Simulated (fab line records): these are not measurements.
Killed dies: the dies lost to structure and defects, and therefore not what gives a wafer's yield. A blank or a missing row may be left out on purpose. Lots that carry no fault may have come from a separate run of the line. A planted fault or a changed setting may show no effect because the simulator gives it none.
Matching of chambers	flow n5-finfet	N5_BEOL_M3_ALD_98 on ald-sin-01 has 4 sister chambers
The step deposits SiO2, target thk 2.5 nm, pulse time 1 s, co reactant pulse time 1 s. 8 wafers are shown with their chamber, then 8 later ones without.

## EACH WAFER AND ITS CHAMBER
wafer	chamber	heater-power-w (W)	precursor-pulse-height-rel
L079.1	2	87	0.983
L089.2	3	76	0.994
L088.3	0	74	1.031
L088.6	0	71	1.012
L093.1	2	83	0.996
L093.2	1	81	1.031
L093.4	3	74	0.983
L092.3	1	82	1.022

## WAFERS WHOSE CHAMBER IS MISSING
wafer	heater-power-w (W)	precursor-pulse-height-rel
L092.5	71	1.002
L092.6	74	0.958
L095.2	72	0.953
L095.5	83	0.968
L095.6	85	1.034
L097.2	73	0.981
L097.3	71	1.004
L097.5	86	1.033

## WHICH CHAMBER EACH WENT THROUGH
wafer	from the rows above	in truth
L092.5	can't be placed: 0 or 3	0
L092.6	3	3
L095.2	3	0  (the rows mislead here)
L095.5	2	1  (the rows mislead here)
L095.6	1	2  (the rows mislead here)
L097.2	3	3
L097.3	can't be placed: 0 or 3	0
L097.5	1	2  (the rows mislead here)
Correctly placed: 2 of 8. From these rows, 2 cannot be placed; in 2 the true chamber is one of the candidates. Placed wrongly: 4.
How it was worked out, from the rows above alone: a wafer's distance from a chamber is the root of the sum, over the readings, of the square of ((its reading less the chamber's mean) divided by the reading's scatter). The wafer belongs to the nearest chamber; if the next one is less than 2 further off, it can't be placed. Each chamber's mean is taken over the wafers shown for it. The scatter: take each reading less its chamber's mean, square it, sum over the shown wafers, divide by the number of wafers less the number of chambers, and take the root.
